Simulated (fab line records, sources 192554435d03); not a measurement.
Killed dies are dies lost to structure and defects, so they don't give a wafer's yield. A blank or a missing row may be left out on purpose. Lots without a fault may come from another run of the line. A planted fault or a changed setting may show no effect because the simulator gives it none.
Chamber matching | flow n5_finfet | N5_BEOL_M1_ILD_DEP_00 on pecvd-04: 3 sister chambers
The step deposits SiOC from DEMS/O2, target thk 79 nm, time 15.3 s. 14 wafers are shown with their chamber, then 7 later ones without.

WAFERS WITH THEIR CHAMBER
wafer  | chamber | throttle_valve_pct (%) | showerhead_plenum_p_Torr (Torr) | rf_fwd_power_W (W)
L079.1 | 0       | 12.2                   | 5.677                           | 491.5
L079.3 | 1       | 11.8                   | 5.711                           | 494.0
L079.4 | 1       | 11.6                   | 5.684                           | 496.2
L081.1 | 1       | 11.4                   | 5.700                           | 492.9
L081.3 | 2       | 11.5                   | 5.684                           | 497.0
L081.4 | 2       | 11.4                   | 5.690                           | 494.4
L088.1 | 2       | 11.2                   | 5.689                           | 495.6
L088.2 | 0       | 12.3                   | 5.685                           | 490.7
L088.5 | 0       | 12.4                   | 5.689                           | 492.3
L089.1 | 1       | 11.4                   | 5.704                           | 493.2
L089.4 | 0       | 12.1                   | 5.675                           | 492.1
L089.5 | 2       | 11.3                   | 5.684                           | 493.4
L092.2 | 1       | 11.3                   | 5.703                           | 497.3
L092.4 | 0       | 11.9                   | 5.686                           | 489.8

SIGNATURES (means of the wafers above)
reading                  | chamber 0 | chamber 1 | chamber 2 | scatter within a chamber
throttle_valve_pct       | 12.180    | 11.500    | 11.350    | 0.18
showerhead_plenum_p_Torr | 5.68240   | 5.70040   | 5.68675   | 0.00726
rf_fwd_power_W           | 491.280   | 494.720   | 495.100   | 1.55
Rule: a wafer's distance from a chamber is the root of the sum, over the readings, of the square of ((its reading less the chamber's mean) divided by the reading's scatter). The wafer belongs to the nearest chamber; if the next one is less than 2 further off, it can't be placed. The scatter: the root of (the sum of the squares of (reading less its chamber's mean) over the shown wafers, divided by (wafers less chambers)).

WAFERS WITHOUT THEIR CHAMBER
wafer  | throttle_valve_pct (%) | showerhead_plenum_p_Torr (Torr) | rf_fwd_power_W (W)
L092.5 | 11.4                   | 5.694                           | 496.6
L093.3 | 12.3                   | 5.678                           | 491.1
L093.5 | 12.1                   | 5.676                           | 491.6
L093.6 | 11.5                   | 5.688                           | 495.1
L091.3 | 12.1                   | 5.672                           | 491.6
L091.4 | 11.4                   | 5.686                           | 493.3
L091.5 | 11.6                   | 5.695                           | 495.1

WHICH CHAMBER EACH WENT THROUGH
wafer  | from the rows above     | in truth
L092.5 | can't be placed: 2 or 1 | 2
L093.3 | 0                       | 0
L093.5 | 0                       | 0
L093.6 | can't be placed: 2 or 1 | 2
L091.3 | 0                       | 0
L091.4 | can't be placed: 2 or 1 | 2
L091.5 | can't be placed: 1 or 2 | 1
Placed correctly: 3 of 7. Can't be placed from these rows: 4 (the true chamber is among the candidates in 4). Placed wrongly: 0.
